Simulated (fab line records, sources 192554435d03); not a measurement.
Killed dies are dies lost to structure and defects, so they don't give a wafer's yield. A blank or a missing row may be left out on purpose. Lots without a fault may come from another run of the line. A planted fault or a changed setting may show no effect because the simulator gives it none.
Chamber matching | flow n5_finfet | N5_MOL_CONTACT_COAG_DESCUM_45 on rie_diel-06: 4 sister chambers
The step chemistry O2, time 7 s. 22 wafers are shown with their chamber, then 11 later ones without.

WAFERS WITH THEIR CHAMBER
wafer  | chamber | drypump_motor_current_A (A) | throttle_valve_pct (%) | showerhead_plenum_p_Torr (Torr)
L074.2 | 2       | 5.5                         | 20.63                  | 2.13
L074.3 | 3       | 5.3                         | 20.32                  | 2.07
L074.5 | 0       | 5.5                         | 20.72                  | 1.99
L078.3 | 2       | 5.5                         | 20.65                  | 2.13
L078.5 | 1       | 4.9                         | 20.17                  | 2.11
L078.6 | 0       | 5.5                         | 20.77                  | 1.98
L080.2 | 3       | 5.3                         | 20.04                  | 2.06
L080.3 | 1       | 4.9                         | 20.18                  | 2.11
L080.6 | 1       | 4.9                         | 20.19                  | 2.11
L082.1 | 3       | 5.3                         | 20.06                  | 2.06
L082.2 | 2       | 5.5                         | 20.67                  | 2.13
L082.5 | 3       | 5.3                         | 20.04                  | 2.06
L085.2 | 1       | 4.9                         | 20.19                  | 2.10
L085.3 | 2       | 5.5                         | 20.68                  | 2.12
L085.5 | 1       | 4.9                         | 20.21                  | 2.10
L087.2 | 3       | 5.3                         | 20.05                  | 2.06
L087.3 | 2       | 5.5                         | 20.67                  | 2.12
L087.5 | 0       | 5.6                         | 20.32                  | 2.24
L088.1 | 1       | 4.9                         | 20.24                  | 2.10
L088.3 | 0       | 5.5                         | 20.31                  | 2.24
L088.5 | 2       | 5.5                         | 20.69                  | 2.12
L089.1 | 3       | 5.3                         | 20.09                  | 2.06

SIGNATURES (means of the wafers above)
reading                  | chamber 0 | chamber 1 | chamber 2 | chamber 3 | scatter within a chamber
drypump_motor_current_A  | 5.525     | 4.900     | 5.500     | 5.300     | 0.0204
throttle_valve_pct       | 20.5300   | 20.1967   | 20.6650   | 20.1000   | 0.118
showerhead_plenum_p_Torr | 2.1125    | 2.1050    | 2.1250    | 2.0617    | 0.0603
Rule: a wafer's distance from a chamber is the root of the sum, over the readings, of the square of ((its reading less the chamber's mean) divided by the reading's scatter). The wafer belongs to the nearest chamber; if the next one is less than 2 further off, it can't be placed. The scatter: the root of (the sum of the squares of (reading less its chamber's mean) over the shown wafers, divided by (wafers less chambers)).

WAFERS WITHOUT THEIR CHAMBER
wafer  | drypump_motor_current_A (A) | throttle_valve_pct (%) | showerhead_plenum_p_Torr (Torr)
L089.2 | 4.9                         | 20.21                  | 2.10
L089.5 | 5.5                         | 20.32                  | 2.24
L094.2 | 4.9                         | 20.21                  | 2.10
L094.4 | 5.3                         | 20.09                  | 2.05
L094.5 | 4.9                         | 20.22                  | 2.10
L096.2 | 5.5                         | 20.34                  | 2.24
L096.3 | 4.9                         | 20.24                  | 2.10
L096.6 | 4.9                         | 20.23                  | 2.10
L097.1 | 5.5                         | 20.71                  | 2.12
L097.5 | 4.9                         | 20.24                  | 2.10
L097.6 | 5.5                         | 20.71                  | 2.12

WHICH CHAMBER EACH WENT THROUGH
wafer  | from the rows above     | in truth
L089.2 | 1                       | 1
L089.5 | can't be placed: 0 or 2 | 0
L094.2 | 1                       | 1
L094.4 | 3                       | 3
L094.5 | 1                       | 1
L096.2 | can't be placed: 0 or 2 | 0
L096.3 | 1                       | 1
L096.6 | 1                       | 1
L097.1 | can't be placed: 2 or 0 | 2
L097.5 | 1                       | 1
L097.6 | can't be placed: 2 or 0 | 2
Placed correctly: 7 of 11. Can't be placed from these rows: 4 (the true chamber is among the candidates in 4). Placed wrongly: 0.
